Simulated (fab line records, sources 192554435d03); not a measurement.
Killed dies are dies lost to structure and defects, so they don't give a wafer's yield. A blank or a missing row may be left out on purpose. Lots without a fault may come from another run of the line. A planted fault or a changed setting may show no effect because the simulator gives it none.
Split-lot experiment | flow n5_finfet | 7 lots, 21 wafers read, on a route of 1938 steps

THE SPLIT
At N5_BEOL_M10_VIA_ETCH_34 (etches SiCOH lowk in C4F6/O2, target depth 184.5 nm, time 69.2 s), the setting time_s was moved away from the recipe's 69.2 s on 8 of the 21 wafers read, by -13.0% to +22.0%. The other wafers ran this setting at the recipe's value.

The reading is taken at the split's own step.

THE READING
SOC_of_BEOL_M10_COAT_63.thk_nm (the simulator's own value, which no gauge read), in nm, at N5_BEOL_M10_VIA_ETCH_34 (etches SiCOH lowk in C4F6/O2, target depth 184.5 nm, time 69.2 s). The file gives no usual value for it. The 13 wafers here that ran the recipe average 92.1 nm, standard deviation 0.28 nm.

wafer  | tool, chamber at the split | time_s as run, s | against the recipe | SOC_of_BEOL_M10_COAT_63.thk_nm, nm | against lot-mates on the recipe
L077.2 | rie_diel-01, 2             | 60.2             | -13.0%             | 92.8                               | +0.8
L077.4 | rie_diel-01, 1             | 69.2             | recipe             | 92                                 | -
L077.6 | rie_diel-01, 3             | 60.2             | -13.0%             | 93.4                               | +1.4
L079.4 | rie_diel-01, 2             | 69.2             | recipe             | 92.2                               | -
L079.5 | rie_diel-01, 0             | 69.2             | recipe             | 92.8                               | -
L079.6 | rie_diel-01, 1             | 69.2             | recipe             | 92.2                               | -
L074.3 | rie_diel-05, 2             | 69.2             | recipe             | 91.8                               | -
L074.4 | rie_diel-05, 3             | 69.2             | recipe             | 92                                 | -
L074.6 | rie_diel-05, 0             | 69.2             | recipe             | 91.8                               | -
L082.1 | rie_diel-05, 0             | 69.2             | recipe             | 92                                 | -
L082.5 | rie_diel-05, 0             | 69.2             | recipe             | 92.2                               | -
L082.6 | rie_diel-05, 2             | 78.66            | +13.7%             | 90.6                               | -1.5
L085.3 | rie_diel-05, 1             | 69.2             | recipe             | 92                                 | -
L085.4 | rie_diel-05, 2             | 60.39            | -12.7%             | 92.8                               | +0.8
L085.6 | rie_diel-05, 1             | 60.39            | -12.7%             | 93.4                               | +1.4
L087.4 | rie_diel-01, 1             | 62.3             | -10.0%             | 92.6                               | +0.7
L087.5 | rie_diel-01, 2             | 69.2             | recipe             | 91.6                               | -
L087.6 | rie_diel-01, 3             | 69.2             | recipe             | 92.2                               | -
L092.1 | rie_diel-05, 2             | 84.42            | +22.0%             | 90.4                               | -1.8
L092.4 | rie_diel-05, 3             | 84.42            | +22.0%             | 90.6                               | -1.6
L092.5 | rie_diel-05, 2             | 69.2             | recipe             | 92.2                               | -

THE FIT
A straight line over all 21 wafers: SOC_of_BEOL_M10_COAT_63.thk_nm changes by -0.077 nm for each +1% of time_s; r = -0.93; the points scatter about the line by 0.29 nm.
The same after taking each lot's own level away (the mean of its wafers on the recipe; 21 wafers): -0.0829 nm for each +1%; r = -0.96; scatter 0.23 nm.
On that fit, the largest move of time_s shifts the reading by 1.8 nm.
The lots' own levels span 91.87 to 92.40 nm, that is 1.9 times the standard deviation above.
So the lot-to-lot level changes the slope little: the two slopes agree.
Check: with one of the wafers moved furthest among these (+22.0%) left out of the fit, the line predicts -1.84 nm for it against its lot-mates. It came out at -1.8 nm against them.

OTHER SPLITS ON THESE WAFERS
These wafers also went through other splits before the reading. Each is held against what the fit with the lots' levels taken away leaves over:
other split on the same wafers | wafers away from the commonest value | r with SOC_of_BEOL_M10_COAT_63.thk_nm (lot level and that fit taken away)
N5_BEOL_M8_ETCH_65 source_w    | 8                                    | -0.11
N5_BEOL_M8_ETCH_66 source_w    | 7                                    | +0.17
N5_BEOL_M9_EXPOSE_25 dose_mj   | 9                                    | -0.09

THE WHOLE CHAIN: every reading that the file lists as answering this split, in the file's order
step                    | what it does                                                     | reading                                                                         | change (the file's fit)                | r (the file's)
N5_BEOL_M10_VIA_ETCH_34 | etches SiCOH lowk in C4F6/O2, target depth 184.5 nm, time 69.2 s | etch.depth_nm (the simulator's own value, which no gauge read)                  | +1.88 nm for each +1% of the setting   | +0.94
N5_BEOL_M10_VIA_ETCH_34 | etches SiCOH lowk in C4F6/O2, target depth 184.5 nm, time 69.2 s | SOC_of_BEOL_M10_COAT_63.thk_nm (the simulator's own value, which no gauge read) | -0.0846 nm for each +1% of the setting | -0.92

THE FILE'S OWN FIT
SOC_of_BEOL_M10_COAT_63.thk_nm changes by -0.0846 nm for each +1% of time_s, r = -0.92.
